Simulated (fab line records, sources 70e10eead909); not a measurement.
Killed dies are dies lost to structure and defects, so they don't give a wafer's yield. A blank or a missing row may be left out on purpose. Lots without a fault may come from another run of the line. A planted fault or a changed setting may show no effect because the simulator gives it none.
Problem report in the 8D (eight disciplines) form, filled by code | flow nand_harc | the parts of the form that need people (team, actions taken, sign-off) are left out

1. THE PROBLEM
exposure_dose_mJ_cm2 at NHARC_P_BONDPAD_EXPOSE_06 reads a mean of 37.68 on 12 wafers of 4 lots; wafers without a fault read 37.06 with a standard deviation of 0.036. That is +17 standard deviations from the usual mean.
The step: exposes mask P BPAD.
First seen on wafer L211.2, day 8 01:44, on krf_scanner-01. The record holds 36 wafers of 12 lots with a number at this step. Rule for "out", or "out of limits": more than 4 standard deviations from the usual mean. The other wafers with a number count as sound.

2. WHAT IT IS AND WHAT IT IS NOT
question                    | is                     | is not
which readings at this step | exposure_dose_mJ_cm2   | -
which lots                  | L210, L211, L216, L217 | L206, L207, L219, L220, L222, L223, L224, L225
which wafers of those lots  | all that have a number | -
read on which tools         | krf_scanner-01         | krf_scanner-03, krf_scanner-04
when                        | from day 8 01:44       | up to then (6 sound wafers); but 18 sound wafers of L219, L220, L222, L223, L224, L225 came after

3. SUSPECTS, AND WHAT RULES EACH OUT
Counting: a tool at a process step up to the reading stays a suspect if it ran every lot that is out and no sound lot after the first of them.
- krf_scanner-01 at NHARC_P_BONDPAD_EXPOSE_06 (exposes mask P BPAD): kept. It ran every lot that is out, first L211 (day 8 01:44), and no sound lot after that; its last sound lot up to then is L207 (day 7 03:00). Its own readings are out on those wafers: exposure_dose_mJ_cm2.
Left after counting: krf_scanner-01 at NHARC_P_BONDPAD_EXPOSE_06.

4. THE CAUSE (what the simulator had put in)
Process parameter drift: krf_scanner-01, from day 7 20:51 on, at NHARC_P_BONDPAD_EXPOSE_06. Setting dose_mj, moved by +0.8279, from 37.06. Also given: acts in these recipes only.
Counting left only this tool.

5. THE CHAIN OF EFFECTS, in route order
Each row: a reading whose mean over the struck wafers that have a number lies more than 3 standard deviations from the usual. Only readings for which the record gives a usual standard deviation are gone through. hours: the time from each lot's start at the first step in this table that gives one to its start at this step, as a median over the lots. sigmas: the change in usual standard deviations.
hours | step                      | reading              | usual | on struck wafers | change | sigmas
0     | NHARC_P_BONDPAD_EXPOSE_06 | exposure_dose_mJ_cm2 | 37.06 | 37.68            | +0.62  | +17
The process steps in it:
- NHARC_P_BONDPAD_EXPOSE_06: exposes mask P BPAD.
Later measuring or inspecting steps at which every struck wafer that the step has a row for has a number for every such reading, and none has moved that far: NHARC_END_SORT_01.

6. WHAT WOULD HAVE CAUGHT IT SOONER
In this record the first reading out of limits was taken at day 8 01:44, 5 hours after the fault began at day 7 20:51.
